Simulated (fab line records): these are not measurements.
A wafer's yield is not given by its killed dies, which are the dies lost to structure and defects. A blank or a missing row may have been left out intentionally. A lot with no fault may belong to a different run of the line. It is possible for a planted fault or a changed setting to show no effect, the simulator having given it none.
Which tool is to blame?	flow nandHarc	24 lots, 72 wafers sampled, at 6 steps of a route of 1302

WHAT EACH GAUGE READ, for each wafer
The record holds no reading of a measuring or inspecting step that can be judged against a usual standard deviation.

WHAT TOOL EACH LOT RAN ON (gives the tool, then ch and the chambers of the sampled wafers, and finally the start)
lot	NHARC_A_STAIRCASE_HM_DEP_456	NHARC_A_STAIRCASE_HM_OPEN_460	NHARC_A_STAIRCASE_STRIP_316	NHARC_A_STAIRCASE_ETCH_444	NHARC_A_STAIRCASE_CMP_450	NHARC_A_STAIRCASE_ETCHBACK_422
L074	aclDep-02 ch 0, day 15 17:08	rieDiel-09 ch 0,1,2, day 17 22:07 or earlier	rieDiel-04 ch 0,1,2, day 17 22:07 or earlier	rieDiel-09 ch 1,3, day 17 22:07	cmp-01 ch 0,1,2, day 18 03:35	rieDiel-04 ch 0,2,3, day 18 04:06
L075	aclDep-02 ch 0, day 16 17:40	rieDiel-09 ch 0,2,3, day 19 06:48 or earlier	rieDiel-01 ch 2,3, day 19 06:48 or earlier	rieDiel-09 ch 1,2, day 19 06:48	cmp-03 ch 0,2, day 19 11:57	rieDiel-09 ch 0,1,2, day 19 12:31
L077	aclDep-02 ch 0, day 17 06:22	rieDiel-01 ch 0,3, day 19 19:54 or earlier	rieDiel-01 ch 2,3, day 19 19:54 or earlier	rieDiel-01 ch 0,1,2, day 19 19:54	cmp-02 ch 0,2,3, day 20 00:08	rieDiel-01 ch 1,2, day 20 00:39
L076	aclDep-02 ch 0, day 17 07:17	rieDiel-04 ch 0,1, day 19 19:37 or earlier	rieDiel-09 ch 0,1,3, day 19 19:37 or earlier	rieDiel-04 ch 0,1,3, day 19 19:37	cmp-02 ch 0,2, day 20 00:23	rieDiel-01 ch 0,1,2, day 20 00:57
L078	aclDep-03 ch 0, day 18 05:43	rieDiel-04 ch 1,2,3, day 20 19:32 or earlier	rieDiel-04 ch 0,1,2, day 20 19:32 or earlier	rieDiel-01 ch 0,1, day 20 19:32	cmp-03 ch 0,2, day 21 00:46	rieDiel-04 ch 0,2,3, day 21 01:18
L079	aclDep-02 ch 0, day 18 07:02	rieDiel-01 ch 0,1,3, day 21 01:44 or earlier	rieDiel-01 ch 1,2, day 21 01:44 or earlier	rieDiel-01 ch 0,1,3, day 21 01:44	cmp-03 ch 1,2,3, day 21 06:06	rieDiel-04 ch 0,2, day 21 06:38
L080	aclDep-01 ch 0, day 18 07:52	rieDiel-01 ch 0,2,3, day 21 00:37 or earlier	rieDiel-04 ch 0,1,2, day 21 00:37 or earlier	rieDiel-09 ch 0,3, day 21 00:37	cmp-03 ch 0,2,3, day 21 05:49	rieDiel-04 ch 0,2,3, day 21 06:22
L081	aclDep-02 ch 0, day 19 08:22	rieDiel-09 ch 0,2,3, day 21 17:37 or earlier	rieDiel-09 ch 0,2,3, day 21 17:37 or earlier	rieDiel-01 ch 0,1,3, day 21 17:37	cmp-03 ch 0,1,3, day 21 22:49	rieDiel-04 ch 0,2,3, day 21 23:22
L082	aclDep-03 ch 0, day 19 09:57	rieDiel-09 ch 0,1, day 21 17:55 or earlier	rieDiel-04 ch 0,1, day 21 17:55 or earlier	rieDiel-04 ch 0,2, day 21 17:55	cmp-01 ch 0,2,3, day 21 22:40	rieDiel-01 ch 0,3, day 21 23:13
L083	aclDep-02 ch 0, day 19 20:32	rieDiel-04 ch 1,3, day 22 08:25 or earlier	rieDiel-01 ch 2,3, day 22 08:25 or earlier	rieDiel-04 ch 1,2,3, day 22 08:25	cmp-02 ch 0,1,2, day 22 13:37	rieDiel-04 ch 0,1,2, day 22 14:10
L085	aclDep-01 ch 0, day 20 16:53	rieDiel-04 ch 0,2,3, day 22 23:42 or earlier	rieDiel-09 ch 1,2,3, day 22 23:42 or earlier	rieDiel-09 ch 0,1,3, day 22 23:42	cmp-03 ch 0,2,3, day 23 05:17	rieDiel-01 ch 0,1,2, day 23 05:50
L084	aclDep-03 ch 0, day 20 17:57	rieDiel-09 ch 0,1, day 22 23:22 or earlier	rieDiel-04 ch 1,2, day 22 23:22 or earlier	rieDiel-01 ch 1,2, day 22 23:22	cmp-01 ch 0,1,2, day 23 04:05	rieDiel-04 ch 0,3, day 23 04:37
L086	aclDep-01 ch 0, day 21 00:31	rieDiel-01 ch 0,3, day 23 14:41 or earlier	rieDiel-01 ch 1,2,3, day 23 14:41 or earlier	rieDiel-01 ch 0,2,3, day 23 14:41	cmp-03 ch 0,1, day 23 19:04	rieDiel-01 ch 0,1,2, day 23 19:37
L087	aclDep-01 ch 0, day 21 10:11	rieDiel-04 ch 0,1, day 23 13:36 or earlier	rieDiel-01 ch 1,2,3, day 23 13:36 or earlier	rieDiel-09 ch 0,1,3, day 23 13:36	cmp-02 ch 1,2, day 23 19:42	rieDiel-04 ch 0,2, day 23 20:15
L089	aclDep-01 ch 0, day 22 11:17	rieDiel-09 ch 0,3, day 24 20:55 or earlier	rieDiel-01 ch 0,2,3, day 24 20:55 or earlier	rieDiel-04 ch 0,1, day 24 20:55	cmp-03 ch 2,3, day 25 02:27	rieDiel-09 ch 0,1, day 25 03:00
L088	aclDep-03 ch 0, day 22 12:26	rieDiel-09 ch 0,1,3, day 25 04:14 or earlier	rieDiel-01 ch 0,2,3, day 25 04:14 or earlier	rieDiel-04 ch 0,1,3, day 25 04:14	cmp-02 ch 0,3, day 25 09:05	rieDiel-04 ch 0,1, day 25 09:39
L091	aclDep-02 ch 0, day 22 21:55	rieDiel-09 ch 1,3, day 25 13:32 or earlier	rieDiel-04 ch 0,1,2, day 25 13:32 or earlier	rieDiel-04 ch 1,3, day 25 13:32	cmp-01 ch 0,2,3, day 25 19:41	rieDiel-04 ch 1,3, day 25 20:14
L090	aclDep-03 ch 0, day 22 22:04	rieDiel-01 ch 0,1,2, day 25 14:44 or earlier	rieDiel-04 ch 0,3, day 25 14:44 or earlier	rieDiel-01 ch 0,1,3, day 25 14:44	cmp-01 ch 0,1,2, day 25 18:58	rieDiel-09 ch 0,1, day 25 19:31
L092	aclDep-02 ch 0, day 23 14:10	rieDiel-01 ch 0,1,3, day 26 00:21 or earlier	rieDiel-04 ch 0,2,3, day 26 00:21 or earlier	rieDiel-09 ch 0,3, day 26 00:21	cmp-03 ch 2,3, day 26 05:32	rieDiel-09 ch 0,1,2, day 26 06:05
L094	aclDep-02 ch 0, day 24 11:53	rieDiel-01 ch 0,3, day 26 18:23 or earlier	rieDiel-09 ch 0,1,2, day 26 18:23 or earlier	rieDiel-09 ch 0,3, day 26 18:23	cmp-03 ch 1,2,3, day 26 23:45	rieDiel-01 ch 0,2,3, day 27 00:16
L093	aclDep-02 ch 0, day 24 13:43	rieDiel-01 ch 0,1, day 26 18:14 or earlier	rieDiel-09 ch 0,1, day 26 18:14 or earlier	rieDiel-01 ch 0,1,3, day 26 18:14	cmp-01 ch 0,2,3, day 26 23:28	rieDiel-01 ch 0,2, day 27 00:00
L095	aclDep-03 ch 0, day 25 03:48	rieDiel-01 ch 0,1, day 27 11:53 or earlier	rieDiel-09 ch 0,1, day 27 11:53 or earlier	rieDiel-04 ch 0,2, day 27 11:53	cmp-01 ch 0,1,2, day 27 16:55	rieDiel-09 ch 1,2,3, day 27 17:26
L096	aclDep-01 ch 0, day 25 07:47	rieDiel-09 ch 2,3, day 27 21:54 or earlier	rieDiel-01 ch 1,2,3, day 27 21:54 or earlier	rieDiel-09 ch 0,1,2, day 27 21:54	cmp-01 ch 0,1,3, day 28 02:08	rieDiel-09 ch 0,1,3, day 28 02:40
L097	aclDep-01 ch 0, day 25 09:38	rieDiel-01 ch 1,2, day 27 21:07 or earlier	rieDiel-01 ch 1,2,3, day 27 21:07 or earlier	rieDiel-04 ch 1,2, day 27 21:07	cmp-03 ch 0,2,3, day 28 02:24	rieDiel-04 ch 1,3, day 28 02:55
- NHARC_A_STAIRCASE_HM_DEP_456: deposits aC, target thk 3100 nm.
- NHARC_A_STAIRCASE_HM_OPEN_460: chemistry O2/COS.
- NHARC_A_STAIRCASE_STRIP_316: strips in O2.
- NHARC_A_STAIRCASE_ETCH_444: etches the open film in C4F8/O2, target depth 20400 nm, time 6800 s.
- NHARC_A_STAIRCASE_CMP_450: polishes SiO2, target thk 200 nm.
- NHARC_A_STAIRCASE_ETCHBACK_422: etches the open film in CH3F/O2, target depth 40 nm, time 74.286 s.

AS READ BY THE TOOLS THEMSELVES (means over the sampled wafers that have a number; for cases with no such wafer, the mark the record gives instead)
NHARC_A_STAIRCASE_HM_DEP_456.
lot	tool	throttleValvePct (%)
L074	aclDep-02	34.988
L075	aclDep-02	35.001
L077	aclDep-02	34.997
L076	aclDep-02	34.993
L078	aclDep-03	34.997
L079	aclDep-02	35.000
L080	aclDep-01	35.003
L081	aclDep-02	34.992
L082	aclDep-03	35.003
L083	aclDep-02	35.000
L085	aclDep-01	34.997
L084	aclDep-03	35.003
L086	aclDep-01	35.000
L087	aclDep-01	34.993
L089	aclDep-01	34.993
L088	aclDep-03	34.999
L091	aclDep-02	34.998
L090	aclDep-03	34.990
L092	aclDep-02	35.008
L094	aclDep-02	35.006
L093	aclDep-02	35.005
L095	aclDep-03	34.997
L096	aclDep-01	34.989
L097	aclDep-01	34.995

NHARC_A_STAIRCASE_HM_OPEN_460.
lot	tool	drypumpMotorCurrentA (A)	oesProductAu (a.u.)	rfVppV (V)	showerheadPlenumPTorr (Torr)	throttleValvePct (%)
L074	rieDiel-09	5.4	1.000	468	3.12	28.330
L075	rieDiel-09	5.4	0.993	467	3.12	28.333
L077	rieDiel-01	6.0	0.994	463	2.94	28.323
L076	rieDiel-04	5.7	0.990	468	3.15	28.334
L078	rieDiel-04	5.8	1.003	470	3.24	28.326
L079	rieDiel-01	5.8	1.001	463	2.94	28.337
L080	rieDiel-01	6.0	0.986	465	3.02	28.332
L081	rieDiel-09	5.4	1.001	467	3.10	28.334
L082	rieDiel-09	5.3	1.001	469	3.18	28.329
L083	rieDiel-04	6.1	1.002	471	3.30	28.324
L085	rieDiel-04	5.7	0.995	468	3.19	28.337
L084	rieDiel-09	5.3	1.000	466	3.12	28.328
L086	rieDiel-01	6.1	0.997	463	2.92	28.325
L087	rieDiel-04	5.5	0.989	467	3.09	28.329
L089	rieDiel-09	5.2	1.001	466	3.12	28.324
L088	rieDiel-09	5.3	1.010	468	3.17	28.337
L091	rieDiel-09	5.4	1.005	469	3.23	28.335
L090	rieDiel-01	5.5	0.993	464	2.99	28.324
L092	rieDiel-01	5.9	0.994	462	2.92	28.329
L094	rieDiel-01	6.3	0.991	466	3.08	28.325
L093	rieDiel-01	5.6	0.995	469	3.22	28.335
L095	rieDiel-01	5.4	1.000	465	3.06	28.327
L096	rieDiel-09	5.4	1.010	467	3.14	28.329
L097	rieDiel-01	5.3	0.993	465	2.99	28.341

NHARC_A_STAIRCASE_STRIP_316.
lot	tool	drypumpMotorCurrentA (A)	oesProductAu (a.u.)	rfVppV (V)	showerheadPlenumPTorr (Torr)	throttleValvePct (%)
L074	rieDiel-04	5.5	1.002	57.3	3.56	17.033
L075	rieDiel-01	6.2	0.998	56.8	3.44	17.036
L077	rieDiel-01	5.9	0.988	57.0	3.52	17.034
L076	rieDiel-09	5.3	1.003	59.0	3.60	17.034
L078	rieDiel-04	5.5	1.002	57.9	3.55	17.038
L079	rieDiel-01	5.4	0.989	58.4	3.41	17.038
L080	rieDiel-04	5.5	0.998	58.1	3.55	17.029
L081	rieDiel-09	5.4	1.007	57.7	3.50	17.048
L082	rieDiel-04	5.7	1.000	58.3	3.55	17.044
L083	rieDiel-01	6.2	0.997	57.2	3.43	17.033
L085	rieDiel-09	5.4	1.001	57.5	3.57	17.037
L084	rieDiel-04	5.7	1.005	57.9	3.58	17.036
L086	rieDiel-01	5.8	0.995	58.5	3.41	17.043
L087	rieDiel-01	5.8	0.997	57.7	3.41	17.033
L089	rieDiel-01	6.0	0.996	56.7	3.40	17.035
L088	rieDiel-01	6.0	0.991	57.7	3.40	17.039
L091	rieDiel-04	5.5	0.990	57.7	3.53	17.032
L090	rieDiel-04	6.0	0.997	58.1	3.66	17.041
L092	rieDiel-04	5.7	0.995	58.4	3.59	17.040
L094	rieDiel-09	5.4	1.009	57.1	3.49	17.039
L093	rieDiel-09	5.3	1.002	58.1	3.57	17.044
L095	rieDiel-09	5.2	1.006	57.7	3.51	17.035
L096	rieDiel-01	5.8	0.991	57.3	3.39	17.031
L097	rieDiel-01	5.7	0.994	56.7	3.39	17.040

NHARC_A_STAIRCASE_ETCH_444.
lot	tool	oesProductAu (a.u.)	rfVppV (V)
L074	rieDiel-09	0.930	812
L075	rieDiel-09	0.932	806
L077	rieDiel-01	0.919	803
L076	rieDiel-04	0.923	810
L078	rieDiel-01	0.914	799
L079	rieDiel-01	0.924	800
L080	rieDiel-09	0.922	807
L081	rieDiel-01	0.926	800
L082	rieDiel-04	0.920	806
L083	rieDiel-04	0.924	811
L085	rieDiel-09	0.953	810
L084	rieDiel-01	0.920	806
L086	rieDiel-01	0.921	803
L087	rieDiel-09	0.969	808
L089	rieDiel-04	0.954	805
L088	rieDiel-04	0.920	809
L091	rieDiel-04	0.914	812
L090	rieDiel-01	0.952	805
L092	rieDiel-09	0.926	809
L094	rieDiel-09	0.919	806
L093	rieDiel-01	0.928	804
L095	rieDiel-04	0.917	806
L096	rieDiel-09	0.939	806
L097	rieDiel-04	0.918	808

NHARC_A_STAIRCASE_CMP_450.
lot	tool	motorCurrentA (A)
L074	cmp-01	12.3
L075	cmp-03	11.6
L077	cmp-02	12.7
L076	cmp-02	13.4
L078	cmp-03	12.2
L079	cmp-03	11.9
L080	cmp-03	11.9
L081	cmp-03	12.3
L082	cmp-01	11.0
L083	cmp-02	13.3
L085	cmp-03	12.3
L084	cmp-01	12.5
L086	cmp-03	12.0
L087	cmp-02	13.5
L089	cmp-03	12.1
L088	cmp-02	12.7
L091	cmp-01	11.3
L090	cmp-01	12.1
L092	cmp-03	11.9
L094	cmp-03	11.6
L093	cmp-01	11.4
L095	cmp-01	12.3
L096	cmp-01	12.5
L097	cmp-03	12.3

NHARC_A_STAIRCASE_ETCHBACK_422.
lot	tool	drypumpMotorCurrentA (A)	oesProductAu (a.u.)	rfVppV (V)	showerheadPlenumPTorr (Torr)	throttleValvePct (%)
L074	rieDiel-04	5.7	0.93	245.4	2.52	20.670
L075	rieDiel-09	5.4	1.00	244.5	2.45	20.664
L077	rieDiel-01	5.3	0.99	243.7	2.37	20.667
L076	rieDiel-01	5.5	0.93	243.5	2.37	20.668
L078	rieDiel-04	5.7	0.93	244.6	2.51	20.653
L079	rieDiel-04	5.4	0.93	244.7	2.46	20.657
L080	rieDiel-04	5.7	0.92	245.2	2.51	20.666
L081	rieDiel-04	5.7	0.92	245.9	2.51	20.666
L082	rieDiel-01	6.0	0.92	241.9	2.29	20.655
L083	rieDiel-04	5.5	0.99	244.2	2.46	20.673
L085	rieDiel-01	5.5	0.92	242.9	2.35	20.656
L084	rieDiel-04	5.7	0.92	244.2	2.48	20.657
L086	rieDiel-01	5.5	0.97	242.9	2.35	20.662
L087	rieDiel-04	5.4	0.99	244.2	2.45	20.665
L089	rieDiel-09	5.3	0.94	244.5	2.45	20.659
L088	rieDiel-04	5.5	0.97	244.4	2.42	20.663
L091	rieDiel-04	6.1	0.92	246.2	2.58	20.664
L090	rieDiel-09	5.3	0.92	244.9	2.49	20.667
L092	rieDiel-09	5.4	0.93	244.1	2.43	20.666
L094	rieDiel-01	5.9	0.92	244.3	2.48	20.660
L093	rieDiel-01	5.7	0.99	246.3	2.59	20.669
L095	rieDiel-09	5.4	0.93	245.1	2.47	20.673
L096	rieDiel-09	5.3	1.00	244.9	2.48	20.662
L097	rieDiel-04	5.9	0.99	245.7	2.53	20.672

THE ANSWER, worked out from the rows above alone
Rule: the lots themselves supply what counts as usual. Put in order of their means at a reading, lots are off if they are a third of the lots or fewer, leave a main group of 4 or more, and stand apart from it by a gap of 3 or more times the standard deviation of the main group's means; of several such gaps the widest counts. A main group whose means are all the same, to the digits that the tables above print for the reading, isn't used. A lot without any number at a reading at which 4 lots or more have one is off too. All remaining lots with rows at the step are treated as sound. After the gauges, taken in route order, come the tools' own readings; for these a lot's mean is taken, as printed above. At the first step where some lot is off, the reading lying furthest off is the one used; lots without a number count as furthest.
None of the lots is off at any reading shown; this tells nothing.

WHAT THE SIMULATOR HAD PUT IN
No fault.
